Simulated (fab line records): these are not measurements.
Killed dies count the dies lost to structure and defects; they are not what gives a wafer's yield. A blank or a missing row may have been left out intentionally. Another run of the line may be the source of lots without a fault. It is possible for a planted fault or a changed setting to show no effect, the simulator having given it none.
What tool caused it? / flow n5 finfet / 30 wafers from 10 lots sampled at 5 of the route's 1938 steps

## WHAT EACH GAUGE READ, for each wafer
Not one reading of a measure or inspect step in the record can be checked against a usual standard deviation.

## WHICH TOOL RAN EACH LOT (tool, then ch and the chambers of the sampled wafers, then the start)
lot=L646; N5_FIN_SAQP_ETCH_52=rie diel-02 ch 0,1,2, day 1 23:01; N5_FIN_SAQP_HM_OPEN_73=rie diel-02 ch 0,1,2, day 1 23:08; N5_FIN_SAQP_SPACER1_ALD_24=ald sin-02 ch 0,1, day 2 00:01; N5_FIN_SAQP_MANDREL_ETCH_58=rie si-03 ch 2,3, day 2 01:07; N5_PASSIVATION_PROBE_49=prober-01, day 13 19:26
lot=L647; N5_FIN_SAQP_ETCH_52=rie diel-05 ch 1,3, day 2 04:20; N5_FIN_SAQP_HM_OPEN_73=rie diel-05 ch 1,3, day 2 04:26; N5_FIN_SAQP_SPACER1_ALD_24=ald sin-01 ch 0,1,3, day 2 05:52; N5_FIN_SAQP_MANDREL_ETCH_58=rie si-03 ch 0,1,3, day 2 07:12; N5_PASSIVATION_PROBE_49=-
lot=L653; N5_FIN_SAQP_ETCH_52=rie diel-02 ch 0,1,2, day 3 16:34; N5_FIN_SAQP_HM_OPEN_73=rie diel-02 ch 0,1,2, day 3 16:40; N5_FIN_SAQP_SPACER1_ALD_24=ald sin-01 ch 1,2,3, day 3 17:34; N5_FIN_SAQP_MANDREL_ETCH_58=rie si-02 ch 1,2,3, day 3 18:40; N5_PASSIVATION_PROBE_49=prober-01, day 16 17:25
lot=L655; N5_FIN_SAQP_ETCH_52=rie diel-05 ch 1,2, day 4 04:22; N5_FIN_SAQP_HM_OPEN_73=rie diel-05 ch 1,2, day 4 04:28; N5_FIN_SAQP_SPACER1_ALD_24=ald sin-01 ch 0,1, day 4 05:40; N5_FIN_SAQP_MANDREL_ETCH_58=rie si-03 ch 2,3, day 4 06:53; N5_PASSIVATION_PROBE_49=-
lot=L658; N5_FIN_SAQP_ETCH_52=rie diel-02 ch 1,2, day 5 00:32; N5_FIN_SAQP_HM_OPEN_73=rie diel-02 ch 1,2, day 5 00:38; N5_FIN_SAQP_SPACER1_ALD_24=ald sin-01 ch 1,3, day 5 02:59; N5_FIN_SAQP_MANDREL_ETCH_58=rie si-01 ch 1,3, day 5 04:05; N5_PASSIVATION_PROBE_49=-
lot=L659; N5_FIN_SAQP_ETCH_52=rie diel-05 ch 0,2,3, day 5 05:12; N5_FIN_SAQP_HM_OPEN_73=rie diel-05 ch 0,2,3, day 5 05:19; N5_FIN_SAQP_SPACER1_ALD_24=ald sin-02 ch 1,2,3, day 5 06:12; N5_FIN_SAQP_MANDREL_ETCH_58=rie si-03 ch 1,3, day 5 07:19; N5_PASSIVATION_PROBE_49=prober-02, day 18 18:57
lot=L660; N5_FIN_SAQP_ETCH_52=rie diel-02 ch 2,3, day 5 09:56; N5_FIN_SAQP_HM_OPEN_73=rie diel-02 ch 2,3, day 5 10:03; N5_FIN_SAQP_SPACER1_ALD_24=ald sin-01 ch 2,3, day 5 11:13; N5_FIN_SAQP_MANDREL_ETCH_58=rie si-01 ch 1,2, day 5 12:19; N5_PASSIVATION_PROBE_49=prober-01, day 18 03:56
lot=L664; N5_FIN_SAQP_ETCH_52=rie diel-02 ch 1,2,3, day 6 09:59; N5_FIN_SAQP_HM_OPEN_73=rie diel-02 ch 1,2,3, day 6 10:05; N5_FIN_SAQP_SPACER1_ALD_24=ald sin-04 ch 0,1,3, day 6 11:13; N5_FIN_SAQP_MANDREL_ETCH_58=rie si-03 ch 0,1,2, day 6 12:19; N5_PASSIVATION_PROBE_49=prober-01, day 17 23:45
lot=L665; N5_FIN_SAQP_ETCH_52=rie diel-05 ch 0,3, day 7 05:40; N5_FIN_SAQP_HM_OPEN_73=rie diel-05 ch 0,3, day 7 05:47; N5_FIN_SAQP_SPACER1_ALD_24=ald sin-04 ch 1,2, day 7 06:52; N5_FIN_SAQP_MANDREL_ETCH_58=rie si-03 ch 1,2, day 7 08:11; N5_PASSIVATION_PROBE_49=prober-02, day 19 03:19
lot=L669; N5_FIN_SAQP_ETCH_52=rie diel-05 ch 0,2,3, day 7 18:52; N5_FIN_SAQP_HM_OPEN_73=rie diel-05 ch 0,2,3, day 7 18:58; N5_FIN_SAQP_SPACER1_ALD_24=ald sin-01 ch 0,2,3, day 7 19:54; N5_FIN_SAQP_MANDREL_ETCH_58=rie si-01 ch 0,2,3, day 7 21:02; N5_PASSIVATION_PROBE_49=prober-02, day 19 22:15
- N5_FIN_SAQP_ETCH_52: etches SOC in N2/H2, target depth 100 nm, overetch 20 nm, time 150 s.
- N5_FIN_SAQP_HM_OPEN_73: chemistry CHF3/O2, target SiO2, stops on a-Si, target depth 12 nm, time 16.8 s.
- N5_FIN_SAQP_SPACER1_ALD_24: deposits SiO2, target thk 20.3 nm, pulse time 1 s, purge time 2 s.
- N5_FIN_SAQP_MANDREL_ETCH_58: etches a-Si in HBr/Cl2, stops on SiNx, target depth 45 nm, bt time 10 s, time 27 s.
- N5_PASSIVATION_PROBE_49

## WHAT THE TOOLS THEMSELVES READ (means of the sampled wafers that have a number; where no wafer has one, the mark that the record gives instead)
N5_FIN_SAQP_ETCH_52. Usual: drypump motor current A is 5.8 A with standard deviation 0.44, n2 flow sccm is 200.0 sccm with standard deviation 0.58, oes product au is 0.69 a.u. with standard deviation 0.059, rf fwd power W is 835.4 W with standard deviation 2.7, rf vpp V is 524.7 V with standard deviation 1.6, showerhead plenum p Torr is 2.57 Torr with standard deviation 0.049, and throttle valve pct is 17.79 % with standard deviation 0.19.
lot=L646; tool=rie diel-02; drypump motor current A (A)=5.6; n2 flow sccm (sccm)=200.3; oes product au (a.u.)=0.74; rf fwd power W (W)=833.8; rf vpp V (V)=524.9; showerhead plenum p Torr (Torr)=2.57; throttle valve pct (%)=17.82; flag=
lot=L647; tool=rie diel-05; drypump motor current A (A)=5.8; n2 flow sccm (sccm)=200.4; oes product au (a.u.)=0.67; rf fwd power W (W)=836.4; rf vpp V (V)=525.7; showerhead plenum p Torr (Torr)=2.61; throttle valve pct (%)=17.70; flag=
lot=L653; tool=rie diel-02; drypump motor current A (A)=5.6; n2 flow sccm (sccm)=200.1; oes product au (a.u.)=0.73; rf fwd power W (W)=833.6; rf vpp V (V)=523.9; showerhead plenum p Torr (Torr)=2.56; throttle valve pct (%)=17.86; flag=
lot=L655; tool=rie diel-05; drypump motor current A (A)=5.9; n2 flow sccm (sccm)=200.3; oes product au (a.u.)=0.72; rf fwd power W (W)=835.7; rf vpp V (V)=523.1; showerhead plenum p Torr (Torr)=2.52; throttle valve pct (%)=17.52; flag=
lot=L658; tool=rie diel-02; drypump motor current A (A)=5.2; n2 flow sccm (sccm)=200.4; oes product au (a.u.)=0.69; rf fwd power W (W)=833.9; rf vpp V (V)=523.0; showerhead plenum p Torr (Torr)=2.55; throttle valve pct (%)=18.00; flag=
lot=L659; tool=rie diel-05; drypump motor current A (A)=5.8; n2 flow sccm (sccm)=199.8; oes product au (a.u.)=0.68; rf fwd power W (W)=835.3; rf vpp V (V)=524.9; showerhead plenum p Torr (Torr)=2.58; throttle valve pct (%)=17.71; flag=
lot=L660; tool=rie diel-02; drypump motor current A (A)=5.5; n2 flow sccm (sccm)=199.7; oes product au (a.u.)=0.65; rf fwd power W (W)=839.4; rf vpp V (V)=525.6; showerhead plenum p Torr (Torr)=2.60; throttle valve pct (%)=18.03; flag=
lot=L664; tool=rie diel-02; drypump motor current A (A)=5.5; n2 flow sccm (sccm)=200.0; oes product au (a.u.)=0.66; rf fwd power W (W)=836.2; rf vpp V (V)=524.8; showerhead plenum p Torr (Torr)=2.58; throttle valve pct (%)=18.01; flag=
lot=L665; tool=rie diel-05; drypump motor current A (A)=5.9; n2 flow sccm (sccm)=200.3; oes product au (a.u.)=0.68; rf fwd power W (W)=837.1; rf vpp V (V)=524.7; showerhead plenum p Torr (Torr)=2.58; throttle valve pct (%)=17.78; flag=
lot=L669; tool=rie diel-05; drypump motor current A (A)=5.8; n2 flow sccm (sccm)=200.0; oes product au (a.u.)=0.67; rf fwd power W (W)=836.2; rf vpp V (V)=524.3; showerhead plenum p Torr (Torr)=2.57; throttle valve pct (%)=17.74; flag=

N5_FIN_SAQP_HM_OPEN_73. Usual: drypump motor current A 5.7 A, standard deviation 0.44; oes_o_777_au 0.77 a.u., standard deviation 0.067; oes product au 0.47 a.u., standard deviation 0.039; rf vpp V 527 V, standard deviation 4.3; showerhead plenum p Torr 2.44 Torr, standard deviation 0.043; throttle valve pct 18.79 %, standard deviation 0.16.
lot=L646; tool=rie diel-02; drypump motor current A (A)=5.6; oes_o_777_au (a.u.)=0.83; oes product au (a.u.)=0.50; rf vpp V (V)=531; showerhead plenum p Torr (Torr)=2.44; throttle valve pct (%)=18.83; flag=
lot=L647; tool=rie diel-05; drypump motor current A (A)=5.7; oes_o_777_au (a.u.)=0.74; oes product au (a.u.)=0.45; rf vpp V (V)=526; showerhead plenum p Torr (Torr)=2.47; throttle valve pct (%)=18.74; flag=
lot=L653; tool=rie diel-02; drypump motor current A (A)=5.6; oes_o_777_au (a.u.)=0.81; oes product au (a.u.)=0.49; rf vpp V (V)=532; showerhead plenum p Torr (Torr)=2.43; throttle valve pct (%)=18.85; flag=
lot=L655; tool=rie diel-05; drypump motor current A (A)=5.9; oes_o_777_au (a.u.)=0.81; oes product au (a.u.)=0.48; rf vpp V (V)=526; showerhead plenum p Torr (Torr)=2.40; throttle valve pct (%)=18.57; flag=
lot=L658; tool=rie diel-02; drypump motor current A (A)=5.2; oes_o_777_au (a.u.)=0.76; oes product au (a.u.)=0.46; rf vpp V (V)=531; showerhead plenum p Torr (Torr)=2.42; throttle valve pct (%)=18.97; flag=
lot=L659; tool=rie diel-05; drypump motor current A (A)=5.8; oes_o_777_au (a.u.)=0.76; oes product au (a.u.)=0.46; rf vpp V (V)=523; showerhead plenum p Torr (Torr)=2.45; throttle valve pct (%)=18.73; flag=
lot=L660; tool=rie diel-02; drypump motor current A (A)=5.5; oes_o_777_au (a.u.)=0.73; oes product au (a.u.)=0.44; rf vpp V (V)=530; showerhead plenum p Torr (Torr)=2.46; throttle valve pct (%)=18.96; flag=
lot=L664; tool=rie diel-02; drypump motor current A (A)=5.5; oes_o_777_au (a.u.)=0.73; oes product au (a.u.)=0.45; rf vpp V (V)=531; showerhead plenum p Torr (Torr)=2.44; throttle valve pct (%)=18.97; flag=
lot=L665; tool=rie diel-05; drypump motor current A (A)=5.9; oes_o_777_au (a.u.)=0.75; oes product au (a.u.)=0.46; rf vpp V (V)=523; showerhead plenum p Torr (Torr)=2.45; throttle valve pct (%)=18.82; flag=
lot=L669; tool=rie diel-05; drypump motor current A (A)=5.8; oes_o_777_au (a.u.)=0.74; oes product au (a.u.)=0.45; rf vpp V (V)=523; showerhead plenum p Torr (Torr)=2.44; throttle valve pct (%)=18.75; flag=

N5_FIN_SAQP_SPACER1_ALD_24. Usual: heater power w 453 W, standard deviation 44; precursor pulse height rel 1.000, standard deviation 0.018.
lot=L646; tool=ald sin-02; heater power w (W)=466; precursor pulse height rel=0.989; flag=
lot=L647; tool=ald sin-01; heater power w (W)=462; precursor pulse height rel=1.005; flag=
lot=L653; tool=ald sin-01; heater power w (W)=460; precursor pulse height rel=1.020; flag=
lot=L655; tool=ald sin-01; heater power w (W)=448; precursor pulse height rel=1.003; flag=
lot=L658; tool=ald sin-01; heater power w (W)=432; precursor pulse height rel=0.985; flag=
lot=L659; tool=ald sin-02; heater power w (W)=438; precursor pulse height rel=0.987; flag=
lot=L660; tool=ald sin-01; heater power w (W)=479; precursor pulse height rel=0.998; flag=
lot=L664; tool=ald sin-04; heater power w (W)=418; precursor pulse height rel=1.001; flag=
lot=L665; tool=ald sin-04; heater power w (W)=420; precursor pulse height rel=1.006; flag=
lot=L669; tool=ald sin-01; heater power w (W)=495; precursor pulse height rel=0.993; flag=

N5_FIN_SAQP_MANDREL_ETCH_58. Usual: drypump motor current A 5.7 A, standard deviation 0.54; oes product au 0.702 a.u., standard deviation 0.015; rf fwd power W 794.3 W, standard deviation 2.8; throttle valve pct 35.66 %, standard deviation 0.26.
lot=L646; tool=rie si-03; drypump motor current A (A)=5.0; oes product au (a.u.)=0.720; rf fwd power W (W)=794.4; throttle valve pct (%)=35.68; flag=
lot=L647; tool=rie si-03; drypump motor current A (A)=5.5; oes product au (a.u.)=0.697; rf fwd power W (W)=795.4; throttle valve pct (%)=35.66; flag=
lot=L653; tool=rie si-02; drypump motor current A (A)=5.5; oes product au (a.u.)=0.690; rf fwd power W (W)=793.8; throttle valve pct (%)=35.88; flag=
lot=L655; tool=rie si-03; drypump motor current A (A)=5.0; oes product au (a.u.)=0.719; rf fwd power W (W)=794.2; throttle valve pct (%)=35.67; flag=
lot=L658; tool=rie si-01; drypump motor current A (A)=6.4; oes product au (a.u.)=0.708; rf fwd power W (W)=791.1; throttle valve pct (%)=35.64; flag=
lot=L659; tool=rie si-03; drypump motor current A (A)=5.4; oes product au (a.u.)=0.701; rf fwd power W (W)=793.5; throttle valve pct (%)=35.91; flag=
lot=L660; tool=rie si-01; drypump motor current A (A)=6.6; oes product au (a.u.)=0.718; rf fwd power W (W)=792.0; throttle valve pct (%)=35.77; flag=
lot=L664; tool=rie si-03; drypump motor current A (A)=5.6; oes product au (a.u.)=0.701; rf fwd power W (W)=316.1; throttle valve pct (%)=35.55; flag=OFF
lot=L665; tool=rie si-03; drypump motor current A (A)=5.3; oes product au (a.u.)=0.715; rf fwd power W (W)=314.8; throttle valve pct (%)=35.61; flag=OFF
lot=L669; tool=rie si-01; drypump motor current A (A)=5.9; oes product au (a.u.)=0.699; rf fwd power W (W)=792.2; throttle valve pct (%)=35.50; flag=

N5_PASSIVATION_PROBE_49. Usual: killed_at_M0_to_M3 37, standard deviation 12; killed_at_M4_up 15, standard deviation 5.6; killed at contacts 13, standard deviation 6.9; killed at front end 40, standard deviation 11; killed at other 4, standard deviation 3.2; killed dies 109, standard deviation 20; killed open 73, standard deviation 15; killed short 35, standard deviation 8.3.
lot=L646; tool=prober-01; killed_at_M0_to_M3=39; killed_at_M4_up=12; killed at contacts=21; killed at front end=44; killed at other=5; killed dies=120; killed open=90; killed short=30; flag=
lot=L653; tool=prober-01; killed_at_M0_to_M3=38; killed_at_M4_up=14; killed at contacts=26; killed at front end=44; killed at other=6; killed dies=127; killed open=86; killed short=40; flag=
lot=L659; tool=prober-02; killed_at_M0_to_M3=35; killed_at_M4_up=11; killed at contacts=14; killed at front end=30; killed at other=7; killed dies=97; killed open=60; killed short=36; flag=
lot=L660; tool=prober-01; killed_at_M0_to_M3=37; killed_at_M4_up=11; killed at contacts=7; killed at front end=37; killed at other=3; killed dies=95; killed open=60; killed short=35; flag=
lot=L664; tool=prober-01; killed_at_M0_to_M3=50; killed_at_M4_up=15; killed at contacts=30; killed at front end=30; killed at other=2; killed dies=128; killed open=86; killed short=40; flag=
lot=L665; tool=prober-02; killed_at_M0_to_M3=31; killed_at_M4_up=16; killed at contacts=13; killed at front end=43; killed at other=1; killed dies=104; killed open=69; killed short=35; flag=
lot=L669; tool=prober-02; killed_at_M0_to_M3=25; killed_at_M4_up=20; killed at contacts=20; killed at front end=46; killed at other=2; killed dies=113; killed open=82; killed short=30; flag=

## THE ANSWER, worked out from the rows above alone
Rule: take the mean of a lot's wafers that have a number; if it is more than 3 standard deviations from the usual mean, the lot is off. Also off: a lot with no number at a reading for which 4 or more lots have one. All remaining lots with rows at the step are treated as sound. First the gauges in route order, then the tools' own readings, where a lot's mean is used as printed above. At the first step where some lot is off, the reading lying furthest off is the one used; lots without a number count as furthest.
Off at N5_FIN_SAQP_MANDREL_ETCH_58 (rf fwd power W): L664, L665.
A tool fits if, at that step or a process step before it, it ran every lot that is off, and no sound lot after the first of them. Can't be told from this: 2 tools fit, ald sin-04 at N5_FIN_SAQP_SPACER1_ALD_24, rie si-03 at N5_FIN_SAQP_MANDREL_ETCH_58.

## WHAT WAS PUT IN BY THE SIMULATOR
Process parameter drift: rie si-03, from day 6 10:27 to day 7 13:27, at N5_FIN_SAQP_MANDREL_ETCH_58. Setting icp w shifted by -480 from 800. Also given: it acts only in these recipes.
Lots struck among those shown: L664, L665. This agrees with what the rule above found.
